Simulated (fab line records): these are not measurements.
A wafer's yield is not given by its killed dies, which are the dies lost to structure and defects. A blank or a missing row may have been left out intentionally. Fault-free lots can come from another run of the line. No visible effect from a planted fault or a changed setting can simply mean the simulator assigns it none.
fab line records    flow n5-finfet
record: lots: 3  wafers: 9  last-day: 21
route steps=1938 shown FIN_SAQP@118 FIN_CUT@154 BEOL_M4@1111 PASSIVATION@1936
lots that met no fault: taken from a fault-free run of the same line
start-h: hours from the record's opening day to when the first of the lot's shown wafers began    wait-h: hours elapsed since this lot's preceding step    " identical to the entry in the row above    L1.1+2: a single row standing in for several wafers    - no value, or no start was given    * or withheld: withheld    < > ~ a bound
route shown NAME@n: a module of which the file shows steps, and the number in the route of the first    usual: mean/standard deviation taken from wafers without a fault    same: alike in all rows    chamber/n: place in a boat    sites: per-site readings    _std_site: how widely they spread, as a standard deviation    _edge_site: mean of outer sites minus mean of inner sites    radius-mm: for every site, how far away it sits from the centre of the wafer    mask NAME#n: copy n    behind: the most recent tool/chamber to have shaped the wafer    hold: why the lot was held/for how many hours/how that ended    device: names the non-switching transistor (n, p or np)    end of line: at the end of the route, the tests of the same wafers    where a step has no rows: the recipe by itself    killed: dies lost to structure and defects at the first sort, not the wafer's yield    map: the dies of a wafer, with x for killed, . for not killed, _ for no die there
set.NAME: the setting as run; set.NAME@STEP: as run at that earlier step    model.NAME: the simulator's own value behind a step, which no gauge read
lots at some steps of the route; a table a step, a row a wafer
== steps ==
step: N5_FIN_SAQP_HM_OPEN_73
recipe: chemistry: CHF3/O2  target: SiO2  stop-on: a-Si  target-depth-a: 120  over-etch-frac: 1.8  mask-material: SOC  time-s: 16.8  pressure-mtorr: 30  source-w: 650  bias-w: 170  Ar_flow_sccm: 200  CHF3_flow_sccm: 50  O2_flow_sccm: 5  ion-energy-ev: 200  ends: end-point
step: N5_FIN_SAQP_STRIP_74
recipe: chemistry: CHF3/O2  resist: SiARC  rf-frequency-hz: 6e+07
step: N5_FIN_SAQP_MANDREL_ETCH_22
recipe: target-depth-a: 600  chemistry: HBr/Cl2  target: a-Si  stop-on: SiNx  bt-time-s: 10  over-etch-frac: 0.5  time-s: 30  pressure-mtorr: 10  icp-w: 800  bias-w: 75  HBr_flow_sccm: 150  Cl2_flow_sccm: 80  ends: end-point
step: N5_FIN_SAQP_STRIP_55
recipe: chemistry: N2/H2  power-w: 500  temp-c: 40  pressure-mtorr: 50  rf-frequency-hz: 6e+07  overash-fraction: 0.3  bias-power-w: 28  h2-frac: 0.5  n2-flow-sccm: 300  h2-flow-sccm: 300
step: N5_FIN_SAQP_STRIP_23
recipe: chemistry: SPM  time-s: 750  temp-c: 130  h2so4-h2o2-vol-ratio: 4
step: N5_FIN_SAQP_SRD_66
recipe: dry: ipa-marangoni  time-s: 30  temp-c: 23  rinse-liquid: diw
step: N5_FIN_SAQP_RECESS_75
recipe: chemistry: HF/NH3  target: SiO2  target-depth-a: 144  afs-cycles: 3  temp-c: 30  sublimation-temp-c: 180  sublimation-time-s: 60
step: N5_FIN_SAQP_SPACER1_ALD_24
recipe: material: SiO2  target-thk-a: 203  temp-c: 300  ald-precursor-family: BDEAS  ald-co-reactant: O2-plasma  pulse-time-s: 1  purge-time-s: 2  co-reactant-purge-time-s: 2  ald-cycles: 218  pressure-torr: 2
step: N5_FIN_SAQP_SPACER1_ETCHBACK_25
recipe: chemistry: CHF3/O2  mode: anisotropic-etchback  target: SiO2  target-depth-a: 244  time-s: 12.2  pressure-mtorr: 30  source-w: 650  bias-w: 170  Ar_flow_sccm: 200  CHF3_flow_sccm: 50  O2_flow_sccm: 5  ion-energy-ev: 200
step: N5_FIN_SAQP_MANDREL1_REMOVE_56
recipe: chemistry: HBr/Cl2/O2  bt-time-s: 10  target: a-Si  stop-on: SiNx  endpoint: OES-SiCl  over-etch-frac: 1  icp-w: 600  bias-w: 22  HBr_flow_sccm: 150  Cl2_flow_sccm: 80  O2_flow_sccm: 5  pressure-mtorr: 10
step: N5_FIN_SAQP_ETCH_57
recipe: chemistry: CH3F/O2  target: SiNx  mask-material: SiO2  target-depth-a: 325  time-s: 46.4  pressure-mtorr: 30  source-w: 395  bias-w: 73  Ar_flow_sccm: 150  CH3F_flow_sccm: 30  O2_flow_sccm: 20  ion-energy-ev: 120  ends: cleared
step: N5_FIN_SAQP_ETCH_65
recipe: chemistry: CF4  target: SiO2  target-depth-a: 40  ion-energy-ev: 350  time-s: 4.4  pressure-mtorr: 10  icp-w: 800  bias-w: 400  cf4-flow-sccm: 80
usual: bias-w: 400.3/1.3  drypump-motor-current-A: 5.7/0.47  oes-product-au: 0.992/0.016  throttle-valve-pct: 21.81/0.28
lot.wafer  tool       chamber  start-h  wait-h  bias-w  drypump-motor-current-A  oes-product-au  rf-hours-counter-h  throttle-valve-pct
L764.2     rie-si-01  3        23.24    0.1     397.4   5.5                      0.977           109                 21.48
L764.3     "          1        "        "       398.6   5.4                      0.991           3                   21.79
L764.5     "          3        "        "       399.9   5.5                      0.979           -                   21.50
L769.1     rie-si-01  2        54.34    0.1     399.9   5.3                      0.984           1                   21.34
L769.2     "          3        "        "       401.6   5.5                      1.001           110                 21.50
L769.3     "          0        "        "       402.6   6.2                      1.012           7                   22.17
L783.1     rie-si-06  1        138.64   0.1     399.9   6.1                      0.983           115                 22.14
L783.4     "          2        "        "       398.8   5.8                      0.986           193                 21.95
L783.5     "          0        "        "       399.2   4.8                      1.027           -                   21.84
step: N5_FIN_SAQP_MANDREL_ETCH_58
recipe: chemistry: HBr/Cl2  target: a-Si  target-depth-a: 450  bt-time-s: 10  stop-on: SiNx  mask-material: SiO2  over-etch-frac: 0.8  time-s: 27  pressure-mtorr: 10  icp-w: 800  bias-w: 75  HBr_flow_sccm: 150  Cl2_flow_sccm: 80  ends: end-point
step: N5_FIN_SAQP_RECESS_63
recipe: chemistry: HF/NH3  target: SiO2  target-depth-a: 180  afs-cycles: 3  temp-c: 30  sublimation-temp-c: 180  sublimation-time-s: 60
step: N5_FIN_SAQP_COAT_68
recipe: resist: SOC  temp-c: 250  time-s: 60  spin-rpm: 1500  resist-thk-nm: 100
step: N5_FIN_SAQP_ETCH_69
recipe: chemistry: N2/H2  target: SOC  target-depth-a: 1500  stop-on: SiNx  ion-energy-ev: 100  bias-w: 61  pressure-mtorr: 30  source-w: 850  n2-flow-sccm: 200  h2-flow-sccm: 200
step: N5_FIN_SAQP_ETCH_67
recipe: chemistry: CH3F/O2  target: SiNx  target-depth-a: 300  mask-material: SOC  pressure-mtorr: 30  source-w: 395  bias-w: 73  Ar_flow_sccm: 150  CH3F_flow_sccm: 30  O2_flow_sccm: 20  ion-energy-ev: 120
step: N5_FIN_SAQP_STRIP_70
recipe: chemistry: N2/H2  power-w: 500  temp-c: 40  pressure-mtorr: 50  rf-frequency-hz: 6e+07  overash-fraction: 0.3  bias-power-w: 28  h2-frac: 0.5  n2-flow-sccm: 300  h2-flow-sccm: 300
step: N5_FIN_SAQP_RECESS_71
recipe: chemistry: HF/NH3  target: SiO2  target-depth-a: 30  afs-cycles: 1  temp-c: 30  sublimation-temp-c: 180  sublimation-time-s: 60
step: N5_FIN_SAQP_SPACER2_ALD_28
recipe: material: SiO2  target-thk-a: 81  temp-c: 300  ald-precursor-family: BDEAS  ald-co-reactant: O2-plasma  pulse-time-s: 1  purge-time-s: 2  co-reactant-purge-time-s: 2  pressure-torr: 2
step: N5_FIN_SAQP_SPACER2_ETCHBACK_29
recipe: chemistry: CHF3/O2  mode: anisotropic-etchback  target: SiO2  target-depth-a: 122  time-s: 6.1  pressure-mtorr: 30  source-w: 650  bias-w: 170  Ar_flow_sccm: 200  CHF3_flow_sccm: 50  O2_flow_sccm: 5  ion-energy-ev: 200
step: N5_FIN_SAQP_MANDREL2_REMOVE_60
recipe: chemistry: HBr/Cl2/O2  bt-time-s: 10  target: a-Si  stop-on: SiNx  endpoint: OES-SiCl  over-etch-frac: 1  icp-w: 600  bias-w: 22  HBr_flow_sccm: 150  Cl2_flow_sccm: 80  O2_flow_sccm: 5  pressure-mtorr: 10
step: N5_FIN_SAQP_HM_OPEN_33
recipe: chemistry: CH3F/O2  target: SiNx  mask-material: SiO2  target-depth-a: 494  time-s: 70.6  pressure-mtorr: 30  source-w: 395  bias-w: 73  Ar_flow_sccm: 150  CH3F_flow_sccm: 30  O2_flow_sccm: 20  ion-energy-ev: 120  ends: cleared
step: N5_FIN_SAQP_ETCH_34
recipe: chemistry: C4F6/O2  target: SiO2  target-depth-a: 450  time-s: 15  ion-energy-ev: 250  pressure-mtorr: 30  source-w: 345  bias-w: 185  Ar_flow_sccm: 300  C4F6_flow_sccm: 10  O2_flow_sccm: 10  ends: cleared
step: N5_FIN_SAQP_STRIP_77
recipe: chemistry: N2/H2  time-s: 90  power-w: 100  temp-c: 40  pressure-mtorr: 100  rf-frequency-hz: 6e+07  bias-power-w: 3  n2-flow-sccm: 300  h2-flow-sccm: 300
step: N5_FIN_SAQP_ETCH_64
recipe: chemistry: CF4  target: SiO2  target-depth-a: 15  ion-energy-ev: 350  pressure-mtorr: 10  icp-w: 800  bias-w: 400  cf4-flow-sccm: 80
step: N5_FIN_SAQP_FIN_ETCH_36
recipe: chemistry: HBr/Cl2/O2  target-depth-a: 1200  mask-material: SiNx  time-s: 50.4  bias-w: 102  pressure-mtorr: 10  icp-w: 800  HBr_flow_sccm: 150  Cl2_flow_sccm: 80  O2_flow_sccm: 12
step: N5_FIN_SAQP_PRECLEAN_38
recipe: chemistry: O3/DIW  time-s: 45  temp-c: 22  o3-ppm: 10
step: N5_FIN_SAQP_PRECLEAN_45
recipe: chemistry: dHF  time-s: 10  dilution: 500:1  temp-c: 25
step: N5_FIN_SAQP_SRD_39
recipe: dry: ipa-marangoni  time-s: 30  temp-c: 23  rinse-liquid: diw
step: N5_FIN_SAQP_INSPECT_40
recipe: inspect-instrument: brightfield  mode: aei
usual: raw-defect-count: 234/83
lot.wafer  tool               chamber  start-h  wait-h  raw-defect-count
L764.2     defect-inspect-02  -        25.24    0.0     213
L764.3     "                  -        "        "       172
L764.5     "                  -        "        "       258
L769.1     defect-inspect-01  -        56.41    0.0     286
L769.2     "                  -        "        "       778
L769.3     "                  -        "        "       442
L783.1     defect-inspect-02  -        141.81   0.0     177
L783.4     "                  -        "        "       170
L783.5     "                  -        "        "       201
step: N5_FIN_CUT_COAT_18
recipe: resist: SOC  temp-c: 250  time-s: 60  spin-rpm: 1500  resist-thk-nm: 230
step: N5_FIN_CUT_COAT_19
recipe: resist: SiARC  temp-c: 220  time-s: 60  spin-rpm: 1500  resist-thk-nm: 20
step: N5_FIN_CUT_COAT_29
recipe: resist: underlayer  temp-c: 205  time-s: 60  spin-rpm: 1500  resist-thk-nm: 10
step: N5_FIN_CUT_COAT_02
recipe: resist: CAR-EUV  spin-rpm: 1500  resist-thk-nm: 30
step: N5_FIN_CUT_EBR_04
recipe: solvent: PGMEA  ebr-width-mm: 1.5
step: N5_FIN_CUT_SOFTBAKE_03
recipe: temp-c: 110  time-s: 60  resist: CAR-EUV
step: N5_FIN_CUT_INSPECT_10
recipe: mode: adi  inspect-instrument: brightfield
usual: raw-defect-count: 43/14
lot.wafer  tool               chamber  start-h  wait-h  raw-defect-count
L764.2     defect-inspect-02  -        25.92    0.0     38
L764.3     "                  -        "        "       29
L764.5     "                  -        "        "       46
L769.1     defect-inspect-02  -        56.80    0.1     75
L769.2     "                  -        "        "       624
L769.3     "                  -        "        "       83
L783.1     defect-inspect-02  -        142.23   0.1     41
L783.4     "                  -        "        "       37
L783.5     "                  -        "        "       39
step: N5_BEOL_M4_RC_MEAS_101
usual: DIBL_N: 36.1/2.3  DIBL_P: 36/3.2  IOFF_N: 0.16/0.045  IOFF_P: 0.21/0.049  ION_N: 674/14  ION_P: 462/8.4  SS_N: 71.6/0.83  SS_P: 73.2/0.87  VT_N: 249/3.8  VT_P: -250/3.4
lot.wafer  tool       chamber  start-h  wait-h  DIBL_N[mV/V]  DIBL_P[mV/V]  IOFF_N[nA/um]  IOFF_P[nA/um]  ION_N[uA/um]  ION_P[uA/um]  SS_N[mV/dec]  SS_P[mV/dec]  VT_N[mV]  VT_P[mV]
L764.2     prober-02  0        237.13   0.4     37.0          35            0.16           0.23           697           478           71.0          72.9          247       -247
L764.3     "          0        "        "       35.8          35            0.14           0.20           690           472           71.1          73.0          251       -249
L764.5     "          0        "        "       36.4          35            0.14           0.21           682           472           71.4          72.4          250       -250
L769.1     prober-02  0        288.86   0.0     36.4          36            0.17           0.19           671           448           72.1          73.3          252       -253
L769.2     "          0        "        "       38.2          38            0.19           0.24           677           459           72.6          73.5          250       -251
L769.3     "          0        "        "       35.8          36            0.16           0.20           672           458           72.1          73.1          252       -251
L783.1     prober-01  0        388.33   0.0     35.1          37            0.15           0.22           677           463           71.2          73.7          249       -249
L783.4     "          0        "        "       32.4          34            0.12           0.17           653           453           70.1          72.3          256       -253
L783.5     "          0        "        "       35.5          37            0.16           0.21           679           464           70.7          73.4          251       -249
step: N5_PASSIVATION_PROBE_49
usual: defect-limited-yield: 90.9/1.6  killed_at_M0_to_M3: 37/11  killed_at_M4_up: 15/5.6  killed-at-contacts: 13/6.4  killed-at-front-end: 39/11  killed-at-other: 4/3.1  killed-dies: 107/19  killed-on-rim: 14/4.3  killed-open: 71/14  killed-short: 34/7.8  sort_bin_5_function: 5.3/1  sort_bin_6_memory: 3.4/0.72  sort-n-pass: 1072/20  sort-yield-pct: 90.9/1.7
same: gross-dies: 1180  killed-at-back-side: 0  sort_bin_4_leakage[%]: 0  sort_bin_8_speed[%]: 0
lot.wafer  tool       chamber  start-h  wait-h  defect-limited-yield[%]  killed_at_M0_to_M3  killed_at_M4_up  killed-at-contacts  killed-at-front-end  killed-at-other  killed-dies  killed-on-rim  killed-open  killed-short  sort_bin_5_function[%]  sort_bin_6_memory[%]  sort-n-pass  sort-yield-pct[%]
L764.2     prober-02  -        356.79   0.4     90.9                     35                  22               18                  29                   3                107          16             75           29            5.8                     2.9                   1073         90.9
L764.3     prober-02  -        356.84   0.4     90.5                     38                  20               10                  40                   4                112          20             69           38            5.4                     3.5                   1068         90.5
L764.5     prober-02  -        356.94   0.5     91.7                     21                  16               15                  40                   6                98           10             62           30            5.7                     1.8                   1082         91.7
L769.1     prober-02  -        410.64   0.0     92.1                     34                  13               7                   37                   2                93           10             64           27            5.1                     2.6                   1087         92.1
L769.2     prober-02  -        410.69   0.1     81.9                     43                  14               14                  133                  9                213          29             79           34            11.1                    4.3                   967          81.9
L769.3     prober-02  -        410.74   0.1     92.8                     27                  8                3                   45                   2                85           12             50           32            4.0                     3.0                   1095         92.8
L783.1     prober-02  -        494.83   0.0     89.4                     40                  19               17                  44                   5                125          18             94           31            6.4                     3.7                   1055         89.4
L783.4     prober-02  -        494.98   0.2     89.9                     28                  15               21                  54                   1                119          15             90           27            5.8                     4.1                   1061         89.9
L783.5     prober-02  -        495.03   0.2     88.2                     37                  26               24                  50                   2                139          15             92           46            7.3                     4.0                   1041         88.2
killed by level:class
L764.2 MOL_CONTACT_COAG:geometric-particle:open=14 BEOL_M4:geometric-particle:open=9 STI_FIN_REVEAL:geometric-particle:open=8 BEOL_M0_SAQP:geometric-particle:open=8 BEOL_M3:geometric-particle:open=8 GATE_CUT:geometric-particle:short=5 BEOL_M1:geometric-particle:short=5 GATE_CUT:geometric-particle:open=4
L764.3 BEOL_M2:geometric-particle:open=13 STI_FIN_REVEAL:geometric-particle:open=10 BEOL_M0_SAQP:geometric-particle:short=9 MOL_CONTACT_COAG:geometric-particle:open=7 BEOL_M4:geometric-particle:open=6 BEOL_M0_SAQP:geometric-particle:open=5 DUMMY_GATE:geometric-particle:open=4 GATE_CUT:geometric-particle:short=4
L764.5 MOL_CONTACT_COAG:geometric-particle:open=12 STI_FIN_REVEAL:geometric-particle:open=6 ILD0:geometric-particle:open=5 GATE_CUT:geometric-particle:short=5 BEOL_M4:geometric-particle:open=5 MIM_TOP:geometric-particle:open=5 HKMG_FIN:area-etch=5 DUMMY_GATE:geometric-particle:open=4
L769.1 FIN_SAQP:geometric-particle:open=12 BEOL_M2:geometric-particle:open=7 MOL_CONTACT_COAG:geometric-particle:open=7 BEOL_M3:geometric-particle:open=7 BEOL_M0_SAQP:geometric-particle:open=6 BEOL_M0_SAQP:geometric-particle:short=6 FIN_SAQP:geometric-particle:short=4 STI_FIN_REVEAL:geometric-particle:open=4
L769.2 FIN_SAQP:unspecified=98 BEOL_M2:geometric-particle:open=14 FIN_SAQP:geometric-particle:open=10 MOL_CONTACT_COAG:geometric-particle:open=9 BEOL_M4:geometric-particle:open=8 BEOL_M1:geometric-particle:open=7 STI_FIN_REVEAL:geometric-particle:open=6 MOL_CONTACT_COAG:geometric-particle:short=5
L769.3 FIN_SAQP:geometric-particle:open=9 BEOL_M2:geometric-particle:open=9 DUMMY_GATE:geometric-particle:open=7 BEOL_M0_SAQP:geometric-particle:short=6 FIN_SAQP:geometric-particle:short=5 BEOL_M4:geometric-particle:short=5 STI_FIN_REVEAL:geometric-particle:open=4 BEOL_M0_SAQP:geometric-particle:open=4
L783.1 STI_FIN_REVEAL:geometric-particle:open=16 MOL_CONTACT_COAG:geometric-particle:open=14 BEOL_M0_SAQP:geometric-particle:open=11 BEOL_M4:geometric-particle:open=11 BEOL_M0_SAQP:geometric-particle:short=8 DUMMY_GATE:geometric-particle:open=7 BEOL_M2:geometric-particle:open=7 FIN_SAQP:geometric-particle:open=6
L783.4 MOL_CONTACT_COAG:geometric-particle:open=20 FIN_SAQP:geometric-particle:open=18 DUMMY_GATE:geometric-particle:open=9 BEOL_M4:geometric-particle:open=9 FIN_SAQP:geometric-particle:short=7 STI_FIN_REVEAL:geometric-particle:open=7 STI_FIN_REVEAL:geometric-particle:short=5 BEOL_M0_SAQP:geometric-particle:open=5
L783.5 MOL_CONTACT_COAG:geometric-particle:open=18 FIN_SAQP:geometric-particle:short=11 STI_FIN_REVEAL:geometric-particle:open=11 BEOL_M4:geometric-particle:open=8 BEOL_M0_SAQP:geometric-particle:short=7 BEOL_M0_SAQP:geometric-particle:open=7 BEOL_M3:geometric-particle:open=7 FIN_SAQP:geometric-particle:open=6
map L769.2 (x killed, . not)
_________________x....x.x....________________
______________....x......xx....._____________
___________.........x.....x.....x..__________
__________..........x.............x._________
________..............x...........xx.._______
_______..................x.....x.....x.______
______x...x...x......x.................._____
_____...................................x____
____.x.....x..........xx..........x.....x.___
___.....x.x.......x.......x..............x.__
___.........x..x.....x.....x...x...........__
__.....x......x.......x......x.....x.x.x...._
__....................xx...x...x.........x.._
_....x.x........xx...........x.x.......x.....
_.......x.......x............................
_.x...................................x.x....
_............x..............x................
_..x.......x...x.x......x....x......x........
_x....................x.......x....x........x
_.........x..x.x.....x.....x.................
_.....x........x..............x..............
__.....................................x...._
__..x.x............x....x..............xxx.._
___.............x........x.xx.......x......__
___.........x.........x.x....x.............__
____.....x...x.x....x....xxxxxxx.......x..___
_____...x..x.............xxxxxxxx......x.____
______.........x.......xxxxxxxxxx......._____
_______x.......x....x.xxxxxxxxxxx.x.x..______
________x............xxxxxxxxxxxxxx..._______
__________....x.....xxxxxxxxxxxxxx.._________
___________.....x.x..xxxxxxxxxxxx..__________
______________......xxxxxxxxxxxx_____________
_________________......xxxxxx________________
map L764.3 (x killed, . not)
_________________............________________
______________...xx............._____________
___________x....x........x.........__________
__________.........x...........x..x._________
________.....x...xx.............x...x._______
_______.....x.x........................______
______.......x........x................x_____
_____x........x...............x...x.x....____
____........x............x................___
___....................................x...__
___.x.................................x...x__
__...............x........x..............xx._
__.x.............x.........................x_
_.x.......x..............x...x.x..x..x.......
_.x.x.x.......xx............x.x.......x.x....
_x.x.......x..xx...........x................x
_.x.....................x.............x....x.
_.............................x.............x
_x..............x....x.......x...............
_..........x.xx....x..x......x...x.....x..x..
_.........x....xx..x.........................
__.x...............x........................_
__..............x.....................x....._
___.....x.................x......x.........__
___.........x........xx...........x........__
____..............x.....xx................___
_____....x..x............x...x.........x.____
______.................x................_____
_______..........x................x....______
________.....................xx......._______
__________....x....................._________
___________...x................x...__________
______________x................._____________
_________________.....x...x..________________
== key ==
first-sign: step: N5_FIN_SAQP_INSPECT_40  reading: raw-defect-count  direction: up  sigmas: 6.5  usual: 234  struck: 778
effect: step: N5_FIN_CUT_INSPECT_10  reading: raw-defect-count  direction: up  sigmas: 41  usual: 43  struck: 624
effect: step: N5_PASSIVATION_PROBE_49  reading: killed-at-front-end  direction: up  sigmas: 8.5  usual: 39  struck: 133
more-kills-born-at: N5_FIN_SAQP_ETCH_65@rie-si-01: 98
met-at N5_FIN_SAQP_ETCH_65
struck-wafers L769.2
onset-between 23.24 54.34
fault: kind: chamber-particle-source  tool: rie-si-01  chamber: 3  onset-h: 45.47  steps: N5_FIN_SAQP_ETCH_65  rate-per-visit-cm2: 0.89928  end-h: 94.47
